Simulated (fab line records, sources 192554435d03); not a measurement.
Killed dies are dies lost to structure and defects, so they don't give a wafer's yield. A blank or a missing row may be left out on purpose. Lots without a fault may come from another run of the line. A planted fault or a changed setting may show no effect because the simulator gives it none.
Which tool did it? | flow n5_finfet | 9 lots, 27 wafers sampled, at 7 steps of a route of 1938

WHAT THE GAUGES READ, wafer by wafer
N5_ZERO_LAYER_INSPECT_20: inspects for defects (darkfield).
lot  | measured    | on                | raw_defect_count
L212 | day 1 13:23 | defect_inspect-02 | 35 25 54
L213 | day 1 19:18 | defect_inspect-01 | 23 36 58
L216 | day 2 13:23 | defect_inspect-01 | 32 47 55
L220 | day 3 13:26 | defect_inspect-02 | 54 47 31
L227 | day 5 07:26 | defect_inspect-02 | 26 52 35
L228 | day 5 13:23 | defect_inspect-01 | 27 42 23
L233 | day 6 19:15 | defect_inspect-02 | 35 51 53
L234 | day 7 01:16 | defect_inspect-01 | 22 42 13
L235 | day 7 07:44 | defect_inspect-02 | 44 28 21

N5_WELL_APT_INSPECT_10: inspects for defects (macro).
lot  | measured    | on                | raw_defect_count
L212 | day 1 13:52 | defect_inspect-01 | 1 1 5
L213 | day 1 19:39 | defect_inspect-01 | 3 1 1
L216 | day 2 13:44 | defect_inspect-02 | 2 1 1
L220 | day 3 13:55 | defect_inspect-02 | 2 1 3
L227 | day 5 07:47 | defect_inspect-01 | 1 1 3
L228 | day 5 13:52 | defect_inspect-01 | 2 0 3
L233 | day 6 19:44 | defect_inspect-01 | 1 1 1
L234 | day 7 01:44 | defect_inspect-02 | 2 3 3
L235 | day 7 08:13 | defect_inspect-02 | 1 2 2

N5_WELL_APT_INSPECT_38: inspects for defects (darkfield).
lot  | measured    | on                | raw_defect_count
L212 | day 1 16:54 | defect_inspect-01 | 12 21 22
L213 | day 1 22:53 | defect_inspect-02 | 43 13 9
L216 | day 2 17:19 | defect_inspect-01 | 19 13 30
L220 | day 3 16:50 | defect_inspect-02 | 14 22 16
L227 | day 5 10:55 | defect_inspect-02 | 767 809 809
L228 | day 5 16:45 | defect_inspect-02 | 803 800 783
L233 | day 6 22:47 | defect_inspect-02 | 9 10 13
L234 | day 7 04:46 | defect_inspect-01 | 11 19 28
L235 | day 7 11:19 | defect_inspect-01 | 11 16 9

N5_PMOS_HMC_CHANNEL_EPI_INSPECT_11: inspects for defects (macro).
lot  | measured    | on                | raw_defect_count
L212 | day 1 17:24 | defect_inspect-01 | 3 3 3
L213 | day 1 23:23 | defect_inspect-02 | 1 2 0
L216 | day 2 17:49 | defect_inspect-02 | 1 3 4
L220 | day 3 17:20 | defect_inspect-01 | 3 4 2
L227 | day 5 11:25 | defect_inspect-01 | >300 >300 >300
L228 | day 5 17:07 | defect_inspect-01 | >300 >300 >300
L233 | day 6 23:17 | defect_inspect-01 | 1 2 4
L234 | day 7 05:16 | defect_inspect-01 | 1 3 2
L235 | day 7 11:41 | defect_inspect-01 | 3 0 3

N5_BEOL_M4_RC_MEAS_101.
lot  | measured     | on        | DIBL_N (mV/V)  | DIBL_P (mV/V)  | IOFF_N (nA/um) | IOFF_P (nA/um) | ION_N (uA/um) | ION_P (uA/um) | SS_N (mV/dec)  | SS_P (mV/dec)  | VT_N (mV)   | VT_P (mV)
L212 | day 9 11:10  | prober-01 | 39.2 37.5 33.2 | 40.5 39.0 32.6 | 0.22 0.17 0.10 | 0.34 0.29 0.18 | 686 677 646   | 483 471 455   | 71.1 71.0 69.9 | 74.5 73.9 72.5 | 243 247 255 | -239 -244 -252
L213 | day 9 10:38  | prober-02 | 37.8 42.0 34.8 | 36.2 40.1 33.9 | 0.15 0.27 0.13 | 0.21 0.27 0.18 | 666 682 680   | 459 458 468   | 71.6 73.9 71.1 | 72.7 74.7 72.6 | 250 245 252 | -249 -249 -251
L216 | day 9 15:41  | prober-02 | 36.5 34.4 33.4 | 36.7 34.7 32.6 | 0.15 0.12 0.11 | 0.19 0.16 0.14 | 653 667 650   | 448 453 442   | 71.6 71.0 70.7 | 73.3 72.7 71.6 | 254 254 257 | -258 -257 -257
L220 | day 10 22:46 | prober-01 | 36.2 36.9 35.3 | 36.5 37.1 35.5 | 0.14 0.16 0.13 | 0.21 0.23 0.20 | 674 673 674   | 459 467 465   | 71.4 71.7 71.0 | 73.3 74.2 73.5 | 256 251 251 | -252 -245 -250
L227 | day 12 19:28 | prober-01 | 36.6 37.8 41.0 | 32.5 34.6 37.7 | 0.13 0.16 0.23 | 0.18 0.22 0.27 | 661 673 677   | 455 457 462   | 71.1 71.8 72.7 | 73.0 74.1 74.2 | 252 247 244 | -254 -249 -249
L228 | day 13 03:19 | prober-01 | 38.8 35.6 38.5 | 40.6 36.4 40.4 | 0.21 0.15 0.21 | 0.29 0.21 0.30 | 670 656 670   | 462 456 467   | 72.3 71.5 72.9 | 74.8 72.8 74.9 | 247 253 245 | -244 -249 -247
L233 | day 14 14:19 | prober-02 | 38.1 35.2 35.7 | 37.1 34.2 34.4 | 0.19 0.14 0.14 | 0.25 0.19 0.21 | 669 680 678   | 458 466 474   | 71.4 71.2 71.6 | 73.8 72.6 73.6 | 249 251 249 | -248 -250 -248
L234 | day 14 07:49 | prober-02 | 38.0 39.0 37.8 | 37.2 39.1 36.6 | 0.19 0.23 0.18 | 0.26 0.31 0.25 | 699 682 674   | 472 467 463   | 71.8 71.8 72.4 | 73.5 74.1 73.6 | 249 245 248 | -244 -244 -245
L235 | day 14 16:10 | prober-01 | 37.0 36.8 38.7 | 38.4 38.0 39.6 | 0.17 0.17 0.20 | 0.22 0.24 0.26 | 674 676 694   | 467 459 470   | 71.4 72.2 72.2 | 73.3 74.1 73.6 | 251 248 249 | -250 -248 -248

WHICH TOOL RAN EACH LOT (tool, then ch and the chambers of the sampled wafers, then the start)
lot  | N5_WELL_APT_DESCUM_30             | N5_WELL_APT_STRIP_33
L212 | rie_diel-05 ch 0,1,3, day 1 15:14 | wet_bench-06 ch 0,1,7, day 1 15:44
L213 | rie_diel-04 ch 0,2, day 1 20:52   | wet_bench-05 ch 2,6,7, day 1 21:20
L216 | rie_diel-05 ch 2,3, day 2 15:27   | wet_bench-05 ch 2,3,6, day 2 15:56
L220 | rie_diel-05 ch 0,3, day 3 15:12   | wet_bench-06 ch 2,4,6, day 3 15:41
L227 | rie_diel-02 ch 0,2,3, day 5 09:04 | wet_bench-05 ch 2,4,5, day 5 09:34
L228 | rie_diel-02 ch 0,1,2, day 5 15:05 | wet_bench-05 ch 0,4,6, day 5 15:35
L233 | rie_diel-04 ch 0,2,3, day 6 20:53 | wet_bench-02 ch 2,4,5, day 6 21:23
L234 | rie_diel-04 ch 2,3, day 7 03:05   | wet_bench-02 ch 0,1,3, day 7 03:35
L235 | rie_diel-05 ch 2,3, day 7 09:26   | wet_bench-06 ch 0,5,6, day 7 09:56
- N5_WELL_APT_DESCUM_30: chemistry O2, time 7.9 s.
- N5_WELL_APT_STRIP_33: strips in SPM, time 900 s.

WHAT THE TOOLS THEMSELVES READ (means of the sampled wafers that have a number; where no wafer has one, the mark that the record gives instead)
N5_WELL_APT_DESCUM_30.
lot  | tool        | drypump_motor_current_A (A) | oes_product_au (a.u.) | rf_fwd_power_W (W) | rf_vpp_V (V) | showerhead_plenum_p_Torr (Torr) | throttle_valve_pct (%)
L212 | rie_diel-05 | 6.1                         | 0.73                  | 49.74              | 243.2        | 2.06                            | 20.55
L213 | rie_diel-04 | 5.8                         | 0.85                  | 49.56              | 241.4        | 2.04                            | 20.07
L216 | rie_diel-05 | 5.9                         | 0.78                  | 49.66              | 243.3        | 2.13                            | 20.40
L220 | rie_diel-05 | 5.8                         | 0.74                  | 49.91              | 243.5        | 2.10                            | 20.69
L227 | rie_diel-02 | 5.7                         | 0.77                  | 49.68              | 242.3        | 2.10                            | 20.37
L228 | rie_diel-02 | 6.0                         | 0.77                  | 49.78              | 244.1        | 2.13                            | 20.47
L233 | rie_diel-04 | 5.8                         | 0.76                  | 49.70              | 243.0        | 2.06                            | 20.37
L234 | rie_diel-04 | 5.9                         | 0.72                  | 49.65              | 242.3        | 2.11                            | 20.63
L235 | rie_diel-05 | 5.9                         | 0.75                  | 49.68              | 243.5        | 2.12                            | 20.43

THE ANSWER, worked out from the rows above alone
Rule: what is usual is taken from the lots themselves. Put in order of their means at a reading, lots are off if they are a third of the lots or fewer, leave a main group of 4 or more, and stand apart from it by a gap of 3 or more times the standard deviation of the main group's means; of several such gaps the widest counts. A main group whose means are all the same, to the digits that the tables above print for the reading, isn't used. A lot without any number at a reading at which 4 lots or more have one is off too. The other lots that the step has rows for count as sound. The gauges are gone through in route order, then the tools' own readings, and for those a lot's mean is taken as printed above. The first step at which some lot is off is used, and at that step the reading that is off furthest; a lot without a number counts as furthest.
Off: L227, L228, at N5_WELL_APT_INSPECT_38 (raw_defect_count). The main group: mean 17, standard deviation 3.9.
A tool fits if, at a process step before that reading, it ran every lot that is off, and no sound lot after the first of them. The gauges at N5_WELL_APT_INSPECT_38 aren't tried: what is off there is off at N5_PMOS_HMC_CHANNEL_EPI_INSPECT_11 too, on other tools, and a gauge's error can't cause that. Can't be told from this: 2 tools fit, rie_diel-02 at N5_WELL_APT_DESCUM_30, wet_bench-05 at N5_WELL_APT_STRIP_33.

WHAT THE SIMULATOR HAD PUT IN
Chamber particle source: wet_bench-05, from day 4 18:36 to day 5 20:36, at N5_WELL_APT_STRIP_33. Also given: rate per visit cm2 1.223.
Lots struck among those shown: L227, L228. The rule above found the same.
